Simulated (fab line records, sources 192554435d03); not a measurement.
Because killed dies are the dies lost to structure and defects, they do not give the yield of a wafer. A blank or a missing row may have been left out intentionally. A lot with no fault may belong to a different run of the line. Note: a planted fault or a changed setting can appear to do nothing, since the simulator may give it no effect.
Split-lot experiment ; flow n5_finfet ; on a route of 1938 steps: 7 lots, 21 wafers read

## THE SPLIT
At N5_HKMG_FIN_PEB_10 (peb time 60 s), the setting peb_time_s was moved away from the recipe's 60 s on 5 of the 21 wafers read, by -7.3% to +19.2%. All remaining wafers had this setting at the recipe value.

## THE PATH FROM SPLIT TO READING: the file shows 1 step between them
- N5_HKMG_FIN_DEVELOP_11: develop time 30 s

## THE READING
At N5_HKMG_FIN_CD_MEAS_12: cd_nm in nanometres, against a target cd of 92.8 nm. Typical for fault-free wafers on this fab line: 93.0 nm, with standard deviation 0.53 nm.

wafer;tool, chamber at the split;peb_time_s as run, s;against the recipe;cd_nm, nm;against lot-mates on the recipe
L078.2;litho_track-04, 0;60;recipe;93.2;-
L078.3;litho_track-04, 0;55.59;-7.3%;90.6;-2.6
L078.4;litho_track-04, 0;55.59;-7.3%;90.6;-2.6
L079.3;litho_track-02, 0;60;recipe;92.5;-
L079.4;litho_track-02, 0;69.54;+15.9%;97.4;+4.6
L079.6;litho_track-02, 0;60;recipe;93.1;-
L085.2;litho_track-05, 0;60;recipe;93.3;-
L085.3;litho_track-05, 0;60;recipe;92.8;-
L085.6;litho_track-05, 0;60;recipe;92.9;-
L088.2;litho_track-05, 0;60;recipe;92.9;-
L088.3;litho_track-05, 0;60;recipe;93.4;-
L088.5;litho_track-05, 0;60;recipe;93.0;-
L089.1;litho_track-05, 0;60;recipe;93.9;-
L089.3;litho_track-05, 0;71.55;+19.2%;98.4;+4.6
L089.5;litho_track-05, 0;60;recipe;93.7;-
L090.3;litho_track-04, 0;64.94;+8.2%;95.7;+2.4
L090.5;litho_track-04, 0;60;recipe;93.0;-
L090.6;litho_track-04, 0;60;recipe;93.6;-
L093.2;litho_track-05, 0;60;recipe;93.0;-
L093.3;litho_track-05, 0;60;recipe;92.9;-
L093.5;litho_track-05, 0;60;recipe;93.3;-

FIT RESULTS
A straight line over all 21 wafers: cd_nm changes by +0.286 nm for each +1% of peb_time_s; r = +0.98; the points scatter about the line by 0.36 nm.
The same after taking each lot's own level away (the mean of its wafers on the recipe; 21 wafers): +0.278 nm for each +1%; r = +0.98; scatter 0.31 nm.
The reading moves by 5.3 nm for the largest change in peb_time_s, on that fit.
Measured against the standard deviation above, the lots' own levels, which go from 92.80 to 93.80 nm, span 1.9 times it.
The two slopes are in agreement: the lot-to-lot level therefore moves the slope only a little.
Check: +5.86 nm against its lot-mates is what the line predicts for one of the wafers moved furthest among these (+19.2%) when that wafer is left out of the fit. Against them it came out at +4.6 nm.

## ADDITIONAL SPLITS CARRIED BY THESE WAFERS
Other splits were also applied to these wafers ahead of the reading. Each is held against what the fit with the lots' levels taken away leaves over:
other split on the same wafers;wafers away from the commonest value;r with cd_nm (lot level and that fit taken away)
N5_SD_EPI_P_EPI_21 temp_c;6;-0.10
N5_SDB_STRIP_22 power_w;7;+0.17

## THE FILE'S OWN FIT
cd_nm changes by +0.268 nm for each +1% of peb_time_s, r = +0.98.
